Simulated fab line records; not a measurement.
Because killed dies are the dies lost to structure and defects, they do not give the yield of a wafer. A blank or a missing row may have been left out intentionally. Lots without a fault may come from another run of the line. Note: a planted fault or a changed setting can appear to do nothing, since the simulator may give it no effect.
Struck lot and sound lot, side by side :: flow n5_finfet :: 15 out of 1938 route steps
Sound: wafers L391.1, L391.2, L391.6. Struck: wafer L403.3. (L403.6 of the same lot was not struck and is left out.) The cause comes at the end.
Per side, at each step with rows, come the tool, then ch with its chambers, and then its first start. Under that, the readings that differ: sound wafers :: struck wafers :: difference of the means :: sigmas: that difference in standard deviations of wafers without a fault.
alike: same words and numbers on both sides, and readings whose means sit less than 2 such deviations apart. not compared: any withheld reading, any reading some wafer has no value for, any bound like >300 that may hide the same value, and any number with overlapping values for which the record gives no deviation.
The two part at a step that has a row with sigmas, a row that says differs or no value, or rows on one side only. When numbers do not overlap yet have no deviation, they are printed without sigmas and do not part them. Lack of a reading on every wafer of one side parts them only where that side has two or more wafers.

first, 1 step without rows for these wafers: N5_BEOL_M14_HARDBAKE_32 (time 120 s).
N5_BEOL_M14_CD_MEAS_28 targets a cd of 284.4 nm.
  sound on cd_sem-01 ch 0, day 12 21:19; struck on cd_sem-03 ch 0, day 16 09:43
  alike: cd_nm
N5_BEOL_M14_OVL_MEAS_29:
  sound on overlay-02 ch 0, day 12 21:20; struck on overlay-02 ch 0, day 16 09:44
  alike: M14_OVL
N5_BEOL_M14_INSPECT_30: inspects for defects (macro).
  sound on defect_inspect-02, day 12 21:22; struck on defect_inspect-02, day 16 09:46
  alike: raw_defect_count
N5_BEOL_M14_DESCUM_33: chemistry O2, time 7.9 s.
  sound on rie_diel-04 ch 0,1, day 12 21:23; struck on rie_diel-04 ch 1, day 16 09:48
reading: oes_product_au (a.u.)
sound: 0.89 0.72 0.88
struck: 0.69
difference: -0.14
sigmas: -2
  alike: drypump_motor_current_A, rf_vpp_V, showerhead_plenum_p_Torr, throttle_valve_pct
  not compared: rf_hours_counter_h
N5_BEOL_M14_ETCH_67: etches SiARC in CF4, target depth 143 nm, time 238.3 s.
  sound on rie_diel-04 ch 0,1, day 12 21:26; struck on rie_diel-04 ch 1, day 16 09:50
reading: etch_rf_on_time_s (s)
sound: 232 238 232
struck: 243
difference: +9
sigmas: +3

reading: oes_product_au (a.u.)
sound: 0.76 0.61 0.76
struck: 0.58
difference: -0.13
sigmas: -2
  alike: drypump_motor_current_A, mfc_ar_sccm, rf_vpp_V, showerhead_plenum_p_Torr, throttle_valve_pct
  not compared: rf_hours_counter_h
N5_BEOL_M14_ETCH_68: etches SOC in N2/H2, time 450 s.
  sound on rie_diel-04 ch 0,1, day 12 21:35; struck on rie_diel-04 ch 1, day 16 09:59
reading: oes_product_au (a.u.)
sound: 0.88 0.70 0.88
struck: 0.68
difference: -0.14
sigmas: -2
  alike: drypump_motor_current_A, rf_vpp_V, showerhead_plenum_p_Torr, throttle_valve_pct
  not compared: rf_hours_counter_h
then, 1 step without rows for these wafers: N5_BEOL_M14_STRIP_69 (strips in N2/H2).
N5_BEOL_M14_TRENCH_ETCH_34: etches SiO2 in C4F8/O2/Ar, target depth 556.65 nm, time 126.9 s.
  sound on rie_diel-04 ch 0,1, day 12 21:51; struck on rie_diel-04 ch 1, day 16 10:15
reading: oes_f_703_au (a.u.)
sound: 0.89 0.71 0.88
struck: 0.69
difference: -0.14
sigmas: -2

reading: oes_product_au (a.u.)
sound: 0.88 0.71 0.88
struck: 0.69
difference: -0.13
sigmas: -2

reading: rf_vpp_V (V)
sound: 2201 2258 2201
struck: 2254
difference: +34
sigmas: +2
  alike: drypump_motor_current_A, he_inner_torr, mfc_ar_sccm, showerhead_plenum_p_Torr, throttle_valve_pct
  not compared: rf_hours_counter_h
then, 1 step without rows for these wafers: N5_BEOL_M14_STRIP_70 (strips in C4F8/O2/Ar).
N5_BEOL_M14_OCD_MEAS_35:
  sound on ocd-01, day 12 22:00; struck on ocd-01, day 16 10:25
  alike: trench_depth_nm
N5_BEOL_M14_STRIP_37: strips in O2.
  sound on rie_diel-02 ch 1,3, day 13 02:47; struck on rie_diel-02 ch 1, day 16 11:06
  alike: drypump_motor_current_A, oes_product_au, rf_vpp_V, showerhead_plenum_p_Torr, throttle_valve_pct
  not compared: rf_hours_counter_h
N5_BEOL_M14_ETCH_38: etches SiCN in CF4/N2, target depth 106.5 nm, time 120.6 s.
  sound on rie_diel-02 ch 1,3, day 13 02:49; struck on rie_diel-02 ch 1, day 16 11:08
reading: oes_product_au (a.u.)
sound: 0.70 0.77 0.70
struck: 0.91
difference: +0.19
sigmas: +3

reading: model.etch.depth_nm (nm)
sound: 94.34 94.64 94.79
struck: 126.6
difference: +32.0
sigmas: 
  alike: drypump_motor_current_A, mfc_ar_sccm, rf_vpp_V, showerhead_plenum_p_Torr, throttle_valve_pct
  not compared: rf_hours_counter_h
then, 1 step without rows for these wafers: N5_BEOL_M14_PRECLEAN_39 (cleans in residue remover, time 60 s).
N5_PASSIVATION_PROBE_49:
  sound on prober-02, day 14 02:14; struck on prober-01, day 17 12:16
reading: killed_at_front_end
sound: 27 30 36
struck: 54
difference: +23
sigmas: +2
  alike: defect_limited_yield, killed_at_M0_to_M3, killed_at_M4_up, killed_at_contacts, killed_at_other, killed_dies, killed_on_rim, killed_open, killed_short, sort_bin_5_function, sort_bin_6_memory, sort_n_pass, sort_yield_pct

== WHERE THEY PART ==
Earliest at N5_BEOL_M14_DESCUM_33; latest, in this record, at N5_PASSIVATION_PROBE_49.

WHY: whatever the simulator had introduced
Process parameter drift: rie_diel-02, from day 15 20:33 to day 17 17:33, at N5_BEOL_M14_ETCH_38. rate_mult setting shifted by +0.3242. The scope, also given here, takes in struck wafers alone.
